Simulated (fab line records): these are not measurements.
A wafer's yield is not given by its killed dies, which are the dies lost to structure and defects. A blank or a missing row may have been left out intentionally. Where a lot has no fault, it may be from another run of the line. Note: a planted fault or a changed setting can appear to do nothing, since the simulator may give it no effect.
Comparing a struck lot with a sound one :: flow n5_finfet :: 39 out of 1938 route steps
Sound: wafers L452.2, L452.4, L452.6. Struck: wafers L462.1, L462.2, L462.4. The cause is named last.
For every step that has rows: the tool of each side, followed by ch and its chambers, followed by its first start. Under that, the readings that differ: sound wafers :: struck wafers :: difference of the means :: sigmas: that difference in standard deviations of wafers without a fault.
alike: same words and numbers on both sides, and readings whose means sit less than 2 such deviations apart. not compared: any withheld reading, any reading some wafer has no value for, any bound like >300 that may hide the same value, and any number with overlapping values for which the record gives no deviation.
A row with sigmas, a row that says differs or no value, or rows on one side alone: a step with any of these is where the two part. Non-overlapping numbers with no deviation appear without sigmas and do not part them. A reading that every wafer of one side lacks parts them only if that side has two wafers or more.

first, 9 steps without rows for these wafers: N5_BEOL_M4_ANNEAL_95 (time 240 s); N5_BEOL_M4_SPUTTER_96 (material Cu, target thk 4.5 nm, time 8.29 s); N5_BEOL_M4_ECD_50 (material Cu, target thk 300 nm); N5_BEOL_M4_ANNEAL_51 (time 90 s); N5_BEOL_M4_CMP_52 (polishes, stops on SiOC, t overpolish 6.8 s, target thk 40 nm); N5_BEOL_M4_PRE_CLEAN_60 (time 15 s); N5_BEOL_M4_CO_CAP_55 (material Co, precursor CCTBA/H2, target thk 2 nm, time 102.1 s); N5_BEOL_M4_PRE_CLEAN_56 (time 15 s); N5_BEOL_M4_DEP_57 (deposits SiCN from 3MS/NH3, target thk 8 nm, time 14 s).
N5_BEOL_M4_RC_MEAS_101:
  sound on prober-01 ch 0, day 10 03:08; struck on prober-02 ch 0, day 13 12:16
  alike: DIBL_N, DIBL_P, IOFF_N, IOFF_P, ION_N, ION_P, SS_N, SS_P, VT_N, VT_P
then, 24 steps without rows for these wafers: N5_BEOL_M5_ILD_DEP_00 (deposits SiCOH lowk from DEMS/porogen, target thk 140.64 nm, time 25.9 s); N5_BEOL_M5_CURE_79 (cures SiCOH lowk, time 240 s); N5_BEOL_M5_PECVD_70 (deposits SiO2 from TEOS/O2, target thk 16 nm, time 18 s); N5_BEOL_M5_HM_DEP_02 (deposits TiN, target thk 20 nm); N5_BEOL_M5_COAT_59 (time 60 s, resist thk 60 nm); N5_BEOL_M5_COAT_60 (time 60 s, resist thk 12 nm); N5_BEOL_M5_COAT_71 (time 60 s, resist thk 5 nm); N5_BEOL_M5_COAT_05 (resist thk 30 nm); N5_BEOL_M5_EBR_07; N5_BEOL_M5_SOFTBAKE_06 (time 60 s); N5_BEOL_M5_EXPOSE_08 (exposes mask M5, target cd 28 nm); N5_BEOL_M5_PEB_09 (peb time 60 s); N5_BEOL_M5_DEVELOP_10 (develop time 30 s); N5_BEOL_M5_DESCUM_16 (chemistry O2, time 7 s); N5_BEOL_M5_ETCH_72 (etches underlayer in N2/H2, target depth 6.5 nm, time 5.2 s); N5_BEOL_M5_ETCH_61 (etches SiARC in CF4, target depth 15.6 nm, time 26 s); N5_BEOL_M5_ETCH_62 (etches SOC in N2/H2, target depth 75 nm, overetch 15 nm, time 112.5 s); N5_BEOL_M5_STRIP_63 (strips in N2/H2); N5_BEOL_M5_STRIP_73 (strips in N2/H2); N5_BEOL_M5_STRIP_64 (strips in CF4); N5_BEOL_M5_HM_OPEN_17 (chemistry Cl2/BCl3, target TiN, target depth 20 nm, overetch 6 nm); N5_BEOL_M5_STRIP_19 (strips in O2); N5_BEOL_M5_COAT_65 (time 60 s, resist thk 60 nm); N5_BEOL_M5_COAT_66 (time 60 s, resist thk 12 nm).
-- the record jumps here: 2 days lie between the struck wafers' starts before and after (it left off in module BEOL_M5 and takes up again in module BEOL_M9, whose first step shown is number 1464 of the route) --
N5_BEOL_M9_CMP_52: polishes, stops on SiCOH lowk, t overpolish 7 s, target thk 140 nm.
  sound on cmp-01 ch 0,1,2, day 12 03:33; struck on cmp-04 ch 1,2,3, day 15 18:28
  no value came back on the struck wafers for any of 7 readings (barrier_field_endpoint_s (s), clearing_platen_down_force_psi (psi) and others); on the sound wafers barrier_field_endpoint_s (s) reads 27.7 27.7 28.4
reading: model.Cu_of_BEOL_M9_ECD_50.thk_nm (nm)
sound: 139.2 138 137.6
struck: 312.8 313.6 315.2
difference: +175.6
sigmas: 

reading: model.SiO2_of_BEOL_M9_PECVD_70.thk_nm (nm)
sound: 0 0 0
struck: 19.2 19.4 19.6
difference: +19.4
sigmas: 
N5_BEOL_M9_THK_MEAS_53: measures by xrf.
  sound on film_metro-01 at day 12 03:46; struck on film_metro-02 at day 15 18:43
reading: M9_THK (nm)
sound: 137 136 136
struck: 310 311 312
difference: +175
sigmas: +51
N5_BEOL_M9_RS_MEAS_57: measures by four-point-probe.
  sound on film_metro-02 at day 12 03:55; struck on film_metro-02 at day 15 18:52
reading: M9_RS (ohm/sq)
sound: 0.152 0.153 0.154
struck: 0.061 0.061 0.061
difference: -0.092
sigmas: -25
N5_BEOL_M9_INSPECT_58: inspects for defects (darkfield).
  sound on defect_inspect-01 at day 12 03:56; struck on defect_inspect-01 at day 15 18:53
reading: raw_defect_count
sound: 71 64 50
struck: 4384 4443 4373
difference: +4338
sigmas: +99 or more
-- here the record skips 2 days between the struck wafers' starts before and after, leaving off in module BEOL_M9 and picking up in module PASSIVATION (first step shown: number 1936 of the route) --
N5_PASSIVATION_PROBE_49:
  record: rows for the struck wafers here (prober-02, day 18 00:22), none for the sound ones

WHERE THEY PART
Earliest at N5_BEOL_M9_CMP_52; latest, in this record, at N5_PASSIVATION_PROBE_49.

WHY: whatever the simulator had introduced
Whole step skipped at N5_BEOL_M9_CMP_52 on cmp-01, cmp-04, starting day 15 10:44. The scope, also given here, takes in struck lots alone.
